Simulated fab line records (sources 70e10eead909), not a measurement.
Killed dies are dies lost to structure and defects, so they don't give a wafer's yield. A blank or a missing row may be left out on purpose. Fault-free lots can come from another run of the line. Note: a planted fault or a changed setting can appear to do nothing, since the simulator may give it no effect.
The tool behind it: which one? + flow nand_harc + 6 lots, 18 wafers sampled, at 5 steps of a route of 1159

WHAT THE GAUGES READ, wafer by wafer
NHARC_END_SORT_01.
| lot  | measured     | on        | killed_at_array |
|------|--------------|-----------|-----------------|
| L677 | day 23 08:41 | prober-02 | 28 39 81        |

EACH LOT AND THE TOOL THAT RAN IT (in order: tool; ch and the chambers of the sampled wafers; start)
| lot  | NHARC_A_CONTACT_ETCH_31            | NHARC_A_M0_PVD_20                       | NHARC_A_BONDPAD_ETCH_24                       | NHARC_THIN_TSV_PRE_CLEAN_54  |
|------|------------------------------------|-----------------------------------------|-----------------------------------------------|------------------------------|
| L672 | rie_diel-13 ch 0,3, day 17 02:50   | pvd_sputter-03, day 21 23:40 or earlier | rie_diel-06 ch 1,2,3, day 21 23:40 or earlier | pvd_sputter-02, day 21 23:40 |
| L675 | rie_diel-04 ch 0,1,2, day 17 18:50 | pvd_sputter-03, day 22 03:10 or earlier | rie_diel-04 ch 2,3, day 22 03:10 or earlier   | pvd_sputter-03, day 22 03:10 |
| L677 | rie_diel-04 ch 0,1,2, day 18 21:25 | pvd_sputter-03, day 22 06:11 or earlier | rie_diel-03 ch 1,2,3, day 22 06:11 or earlier | pvd_sputter-02, day 22 06:11 |
| L690 | rie_diel-04 ch 1,3, day 21 12:33   | pvd_sputter-03, day 23 13:40 or earlier | rie_diel-03 ch 1,2,3, day 23 13:40 or earlier | pvd_sputter-03, day 23 13:40 |
| L692 | rie_diel-13 ch 1,2,3, day 22 11:02 | pvd_sputter-03, day 24 03:14 or earlier | rie_diel-03 ch 0,1, day 24 03:14 or earlier   | pvd_sputter-01, day 24 03:14 |
| L693 | rie_diel-13 ch 0,2,3, day 23 00:50 | pvd_sputter-01, day 24 19:01 or earlier | rie_diel-06 ch 1,3, day 24 19:01 or earlier   | pvd_sputter-01, day 24 19:01 |
- NHARC_A_CONTACT_ETCH_31: etches the open film in O2/COS, target depth 2000 nm, time 520 s.
- NHARC_A_M0_PVD_20: deposits TaN, target thk 5 nm, time 8.06 s.
- NHARC_A_BONDPAD_ETCH_24: etches the open film in CF4/N2, target depth 30 nm, time 72.99 s.
- NHARC_THIN_TSV_PRE_CLEAN_54: time 30 s.

THE ANSWER, worked out from the rows above alone
Rule: what is usual is taken from the lots themselves. The widest of any qualifying gaps counts: lots, ordered by their means at a reading, are off when they make up no more than a third of the lots, leave a main group of 4 or more, and stand apart from it by 3 or more times the standard deviation of that group's means. The tables above print the reading to a certain number of digits; a main group whose means all agree to those digits is not used. A lot without any number at a reading at which 4 lots or more have one is off too. The other lots that the step has rows for count as sound.
None of the lots is off at any reading shown; this tells nothing.

WHAT THE SIMULATOR PUT IN
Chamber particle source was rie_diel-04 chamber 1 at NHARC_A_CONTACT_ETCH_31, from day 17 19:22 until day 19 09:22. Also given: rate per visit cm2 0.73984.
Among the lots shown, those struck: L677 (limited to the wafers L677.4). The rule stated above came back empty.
